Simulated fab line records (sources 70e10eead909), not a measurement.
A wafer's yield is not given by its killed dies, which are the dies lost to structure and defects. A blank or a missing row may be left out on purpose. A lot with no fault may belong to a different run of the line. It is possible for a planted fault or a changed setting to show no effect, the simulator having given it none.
Matching of chambers || flow nand_harc || NHARC_A_M1_PRE_CLEAN_32 on pecvd-02: 3 sister chambers
The step time 12 s. 18 wafers are shown with their chamber, then 9 later ones without.

## WAFERS WITH THEIR CHAMBER
{"wafer": "L076.1", "chamber": 2, "heater_power_w (W)": 711, "susceptor_temp_C (C)": 370.21}
{"wafer": "L076.3", "chamber": 0, "heater_power_w (W)": 587, "susceptor_temp_C (C)": 369.99}
{"wafer": "L076.5", "chamber": 2, "heater_power_w (W)": 690, "susceptor_temp_C (C)": 369.98}
{"wafer": "L077.2", "chamber": 2, "heater_power_w (W)": 669, "susceptor_temp_C (C)": 370.07}
{"wafer": "L077.5", "chamber": 2, "heater_power_w (W)": 665, "susceptor_temp_C (C)": 370.11}
{"wafer": "L077.6", "chamber": 1, "heater_power_w (W)": 702, "susceptor_temp_C (C)": 369.72}
{"wafer": "L079.1", "chamber": 2, "heater_power_w (W)": 621, "susceptor_temp_C (C)": 370.10}
{"wafer": "L079.5", "chamber": 0, "heater_power_w (W)": 568, "susceptor_temp_C (C)": 370.22}
{"wafer": "L079.6", "chamber": 1, "heater_power_w (W)": 711, "susceptor_temp_C (C)": 369.59}
{"wafer": "L081.2", "chamber": 0, "heater_power_w (W)": 582, "susceptor_temp_C (C)": 370.02}
{"wafer": "L081.3", "chamber": 2, "heater_power_w (W)": 664, "susceptor_temp_C (C)": 369.82}
{"wafer": "L081.5", "chamber": 2, "heater_power_w (W)": 655, "susceptor_temp_C (C)": 370.00}
{"wafer": "L083.1", "chamber": 2, "heater_power_w (W)": 553, "susceptor_temp_C (C)": 369.82}
{"wafer": "L083.3", "chamber": 1, "heater_power_w (W)": 742, "susceptor_temp_C (C)": 370.01}
{"wafer": "L083.6", "chamber": 2, "heater_power_w (W)": 545, "susceptor_temp_C (C)": 370.05}
{"wafer": "L085.1", "chamber": 1, "heater_power_w (W)": 726, "susceptor_temp_C (C)": 370.09}
{"wafer": "L085.2", "chamber": 2, "heater_power_w (W)": 662, "susceptor_temp_C (C)": 370.34}
{"wafer": "L085.3", "chamber": 0, "heater_power_w (W)": 560, "susceptor_temp_C (C)": 370.40}

SIGNATURES (averages over the wafers above)
{"reading": "heater_power_w", "chamber 0": 574.25, "chamber 1": 720.25, "chamber 2": 643.50, "scatter within a chamber": 43.6}
{"reading": "susceptor_temp_C", "chamber 0": 370.1575, "chamber 1": 369.8525, "chamber 2": 370.0500, "scatter within a chamber": 0.184}
Rule: a wafer's distance from a chamber is the root of the sum, over the readings, of the square of ((its reading less the chamber's mean) divided by the reading's scatter). If the next closest chamber is less than 2 further off than the closest, the wafer can't be placed; otherwise it belongs to the closest. The scatter is the square root of a quotient: the sum, over the shown wafers, of each reading's squared deviation from its chamber's mean, divided by wafers minus chambers.

## WAFERS WITHOUT THEIR CHAMBER
{"wafer": "L088.1", "heater_power_w (W)": 572, "susceptor_temp_C (C)": 370.47}
{"wafer": "L088.2", "heater_power_w (W)": 557, "susceptor_temp_C (C)": 369.69}
{"wafer": "L088.3", "heater_power_w (W)": 725, "susceptor_temp_C (C)": 370.09}
{"wafer": "L089.1", "heater_power_w (W)": 541, "susceptor_temp_C (C)": 370.13}
{"wafer": "L089.3", "heater_power_w (W)": 597, "susceptor_temp_C (C)": 369.61}
{"wafer": "L089.5", "heater_power_w (W)": 565, "susceptor_temp_C (C)": 369.93}
{"wafer": "L095.1", "heater_power_w (W)": 594, "susceptor_temp_C (C)": 370.21}
{"wafer": "L095.2", "heater_power_w (W)": 669, "susceptor_temp_C (C)": 370.15}
{"wafer": "L095.3", "heater_power_w (W)": 570, "susceptor_temp_C (C)": 369.66}

## THE CHAMBER EACH PASSED THROUGH
{"wafer": "L088.1", "from the rows above": "can't be placed: 0 or 2", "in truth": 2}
{"wafer": "L088.2", "from the rows above": "can't be placed: 0 or 2 or 1", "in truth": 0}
{"wafer": "L088.3", "from the rows above": "can't be placed: 1 or 2", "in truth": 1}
{"wafer": "L089.1", "from the rows above": "can't be placed: 0 or 2", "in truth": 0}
{"wafer": "L089.3", "from the rows above": "can't be placed: 2 or 0 or 1", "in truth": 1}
{"wafer": "L089.5", "from the rows above": "can't be placed: 0 or 2", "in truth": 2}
{"wafer": "L095.1", "from the rows above": "can't be placed: 0 or 2", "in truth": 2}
{"wafer": "L095.2", "from the rows above": "can't be placed: 2 or 1 or 0", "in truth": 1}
{"wafer": "L095.3", "from the rows above": "can't be placed: 0 or 2 or 1", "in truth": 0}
Correct placement for 0 of the 9. Not placeable from these rows: 9 (in 9, the candidates include the true chamber). Number placed wrongly: 0.
